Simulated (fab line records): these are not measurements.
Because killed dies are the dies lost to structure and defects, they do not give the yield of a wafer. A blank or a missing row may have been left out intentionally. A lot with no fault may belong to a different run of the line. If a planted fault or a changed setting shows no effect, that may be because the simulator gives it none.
Split-lot experiment -- flow n5_finfet -- 7 lots, 39 wafers read, on a route of 1938 steps

THE SPLIT
At N5_BEOL_M8_ILD_DEP_00 (deposits SiCOH lowk from DEMS/porogen, target thk 179.75 nm, time 33.4 s), the setting target_thk_a was moved away from the recipe's 1797.5 angstrom on 15 of the 39 wafers read, by -55.2% to +26.3%. All remaining wafers had this setting at the recipe value.

THE PATH FROM SPLIT TO READING: the file shows 1 step between them
- N5_BEOL_M8_CURE_74: cures SiCOH lowk, time 240 s

THE READING
M8_ILD_THK, in nm, at N5_BEOL_M8_THK_MEAS_01. On this fab line, fault-free wafers typically give 155.4 nm with a standard deviation of 2.2 nm.

wafer,"tool, chamber at the split","target_thk_a as run, angstrom",against the recipe,"M8_ILD_THK, nm",against lot-mates on the recipe
L075.2,"pecvd-04, 0",1797.5,recipe,151.6,-
L075.4,"pecvd-04, 0",1797.5,recipe,153.1,-
L075.5,"pecvd-04, 1",1797.5,recipe,153.4,-
L076.1,"pecvd-01, 1",1489,-17.2%,127.2,-32.5
L076.2,"pecvd-01, 0",1489,-17.2%,129.3,-30.4
L076.3,"pecvd-01, 2",1797.5,recipe,157.2,-
L076.4,"pecvd-01, 0",1797.5,recipe,161.8,-
L076.5,"pecvd-01, 2",1797.5,recipe,160.0,-
L076.6,"pecvd-01, 1",1489,-17.2%,130.6,-29.1
L080.1,"pecvd-01, 1",1797.5,recipe,156.3,-
L080.2,"pecvd-01, 2",805.5,-55.2%,72.3,-85.5
L080.3,"pecvd-01, 0",1797.5,recipe,156.5,-
L080.4,"pecvd-01, 0",1797.5,recipe,160.7,-
L080.5,"pecvd-01, 2",805.5,-55.2%,71.1,-86.7
L080.6,"pecvd-01, 1",805.5,-55.2%,70.9,-86.9
L085.1,"pecvd-04, 0",1797.5,recipe,153.0,-
L085.2,"pecvd-04, 1",2182,+21.4%,186.5,+32.1
L085.3,"pecvd-04, 2",1797.5,recipe,154.2,-
L085.4,"pecvd-04, 0",2182,+21.4%,188.5,+34.1
L085.5,"pecvd-04, 1",2182,+21.4%,189.5,+35.1
L085.6,"pecvd-04, 2",1797.5,recipe,155.9,-
L087.1,"pecvd-02, 0",1453,-19.2%,125.1,-30.3
L087.2,"pecvd-02, 1",1797.5,recipe,153.1,-
L087.3,"pecvd-02, 2",1453,-19.2%,121.9,-33.5
L087.4,"pecvd-02, 2",1453,-19.2%,126.5,-28.9
L087.5,"pecvd-02, 0",1797.5,recipe,157.7,-
L087.6,"pecvd-02, 1",1797.5,recipe,155.4,-
L090.1,"pecvd-04, 2",1797.5,recipe,154.6,-
L090.2,"pecvd-04, 0",1797.5,recipe,153.9,-
L090.3,"pecvd-04, 1",1797.5,recipe,152.5,-
L090.4,"pecvd-04, 0,2",1797.5,recipe,157.3,-
L090.5,"pecvd-04, 0,2",1797.5,recipe,157.4,-
L090.6,"pecvd-04, 1",1797.5,recipe,154.4,-
L091.1,"pecvd-01, 1",2271,+26.3%,194.2,+36.6
L091.2,"pecvd-01, 2",1797.5,recipe,156.8,-
L091.3,"pecvd-01, 0",2271,+26.3%,196.0,+38.4
L091.4,"pecvd-01, 2",2271,+26.3%,200.6,+43.0
L091.5,"pecvd-01, 0",1797.5,recipe,158.3,-
L091.6,"pecvd-01, 1",1797.5,recipe,157.6,-
If several chambers appear in one row, that row covers several wafers at once and the file leaves open which wafer was in which chamber.

FIT RESULTS
A straight line over all 39 wafers: M8_ILD_THK changes by +1.54 nm for each +1% of target_thk_a; r = +1.00; the points scatter about the line by 2.5 nm.
The same after taking each lot's own level away (the mean of its wafers on the recipe; 39 wafers): +1.57 nm for each +1%; r = +1.00; scatter 2 nm.
That fit puts the effect of the largest move of target_thk_a on the reading at 87 nm.
Measured against the standard deviation above, the lots' own levels, which go from 152.70 to 159.67 nm, span 3.2 times it.
The two slopes agree, so the slope changes little with the lot-to-lot level.
Check: with one of the wafers moved furthest among these (-55.2%) left out of the fit, the line predicts -87.5 nm for it against its lot-mates. It came out at -85.5 nm against them.

THE OTHER SPLITS THESE WAFERS WENT THROUGH
Before the reading, these wafers also passed through other splits. Each is held against what the fit with the lots' levels taken away leaves over:
other split on the same wafers,wafers away from the commonest value,r with M8_ILD_THK (lot level and that fit taken away)
N5_MOL_CONTACT_COAG_ALD_131 ald_cycles,12,-0.06
N5_BEOL_M1_PECVD_72 time_s,15,+0.36
N5_BEOL_M5_ILD_DEP_00 target_thk_a,12,+0.09

THE WHOLE CHAIN: every reading that the file lists as answering this split, in the file's order
step,what it does,reading,change (the file's fit),r (the file's)
N5_BEOL_M8_ILD_DEP_00,"deposits SiCOH lowk from DEMS/porogen, target thk 179.75 nm, time 33.4 s","SiCOH_lowk_of_BEOL_M8_ILD_DEP_00.thk_nm (the simulator's own value, which no gauge read)",+1.81 nm for each +1% of the setting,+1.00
N5_BEOL_M8_CURE_74,"cures SiCOH lowk, time 240 s","SiCOH_lowk_of_BEOL_M8_ILD_DEP_00.thk_nm (the simulator's own value, which no gauge read)",+1.57 nm for each +1% of the setting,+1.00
N5_BEOL_M8_THK_MEAS_01,,M8_ILD_THK,+1.57 for each +1% of the setting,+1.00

FILE'S OWN FIT
M8_ILD_THK changes by +1.57 nm for each +1% of target_thk_a, r = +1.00.
